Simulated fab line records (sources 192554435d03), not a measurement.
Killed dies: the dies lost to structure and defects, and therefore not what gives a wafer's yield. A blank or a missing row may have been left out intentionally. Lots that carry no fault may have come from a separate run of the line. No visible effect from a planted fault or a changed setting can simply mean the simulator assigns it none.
Code-filled problem report in 8D (eight disciplines) form / flow n5 finfet / the parts of the form that need people (team, actions taken, sign-off) are left out

## 1. THE ISSUE
At N5_MOL_CONTACT_COAG_ETCH_47, etch rf on time s averages 34.8 s over 2 wafers from 2 lots, while fault-free wafers read 31.0 s, standard deviation 0.49. That puts it +7.7 standard deviations away from the usual mean.
The step: etches SiNx in CH3F/O2, stops on W, target depth 27 nm.
First observed at day 8 17:22: wafer L171.2, on rie diel-02. The record has a number at this step for 16 wafers belonging to 6 lots. By rule, "out" or "out of limits" means more than 4 standard deviations away from the usual mean. All remaining wafers that have a number are taken as sound.

## 2. WHAT IT IS, AND WHAT IT ISN'T
question=which readings at this step | is=etch rf on time s | is not=drypump motor current A, oes product au, rf vpp V, throttle valve pct
question=which lots | is=L171, L172 | is not=L157, L174, L177, L179
question=which wafers of those lots | is=L171.2, L172.2 | is not=L171.5, L172.4
question=read on which tools | is=rie diel-02 | is not=rie diel-04, rie diel-06
question=when | is=from day 8 17:22 | is not=up to then (4 sound wafers); but 10 sound wafers of L172, L174, L177, L179 came after

## 3. SUSPECTS, AND WHAT RULES EACH OUT
Counting: if a tool at a process step up to the reading ran every lot that is out, it stays a suspect. Sound lots after the first of them don't rule it out here, since some wafers of a struck lot are sound.
- rie diel-04 at N5_MOL_CONTACT_COAG_DESCUM_88 (chemistry O2, time 7 s): kept. It ran every lot that is out, first L171 (day 8 16:47).
- rie diel-04 at N5_MOL_CONTACT_COAG_ETCH_90 (etches SiARC in CF4, target depth 13 nm, time 21.7 s): kept. It ran every lot that is out, first L171 (day 8 16:50).
- rie diel-02 at N5_MOL_CONTACT_COAG_ETCHBACK_132 (etches SiO2 in CHF3, target depth 10 nm, time 6.7 s): kept. It processed each lot that is out (first: L171, day 8 17:06); up to then, its last sound lot is L157 (day 5 06:58).
- rie diel-02 at N5_MOL_CONTACT_COAG_STRIP_96 (strips in N2/H2): kept. It processed each lot that is out (first: L171, day 8 17:20); up to then, its last sound lot is L157 (day 5 07:11).
- rie diel-02 at N5_MOL_CONTACT_COAG_ETCH_47 (etches SiNx in CH3F/O2, stops on W, target depth 27 nm): kept. It processed each lot that is out (first: L171, day 8 17:22); up to then, its last sound lot is L157 (day 5 07:13). On those wafers its own readings are out: etch rf on time s.
- Within rie diel-04 at N5_MOL_CONTACT_COAG_DESCUM_88: the wafers that are out ran in chambers 1, 3; their sound lot-mates ran in chambers 0, 2.
- Within rie diel-04 at N5_MOL_CONTACT_COAG_ETCH_90: the wafers that are out ran in chambers 1, 3; their sound lot-mates ran in chambers 0, 2.
Left after counting: rie diel-04 at N5_MOL_CONTACT_COAG_DESCUM_88, rie diel-04 at N5_MOL_CONTACT_COAG_ETCH_90, rie diel-02 at N5_MOL_CONTACT_COAG_ETCHBACK_132, rie diel-02 at N5_MOL_CONTACT_COAG_STRIP_96, rie diel-02 at N5_MOL_CONTACT_COAG_ETCH_47.

## 4. THE CAUSE (what the simulator had put in)
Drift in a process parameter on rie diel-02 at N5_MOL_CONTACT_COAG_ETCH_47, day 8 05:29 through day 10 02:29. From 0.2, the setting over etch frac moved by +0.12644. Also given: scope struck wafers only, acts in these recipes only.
This tool is one of the 5 suspects left after counting.

## 5. THE EFFECT CHAIN, in route order
Rows list readings where the struck wafers' mean (over those with a number) sits beyond 3 standard deviations from the usual. Only readings whose record carries a usual standard deviation are examined. hours: median over the lots of the time between each lot's start at the first step of this table that gives one and its start at this step. sigmas: the change, counted in usual standard deviations.
hours=0; step=N5_MOL_CONTACT_COAG_ETCH_47; reading=etch rf on time s; usual=31.0 s; on struck wafers=34.8; change=+3.8; sigmas=+7.7
Here are the process steps it includes:
- N5_MOL_CONTACT_COAG_ETCH_47: etches SiNx in CH3F/O2, stops on W, target depth 27 nm.

## 6. WHAT WOULD HAVE CAUGHT IT SOONER
12 hours passed between the start of the fault at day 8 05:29 and the first reading out of limits in this record, taken at day 8 17:22.
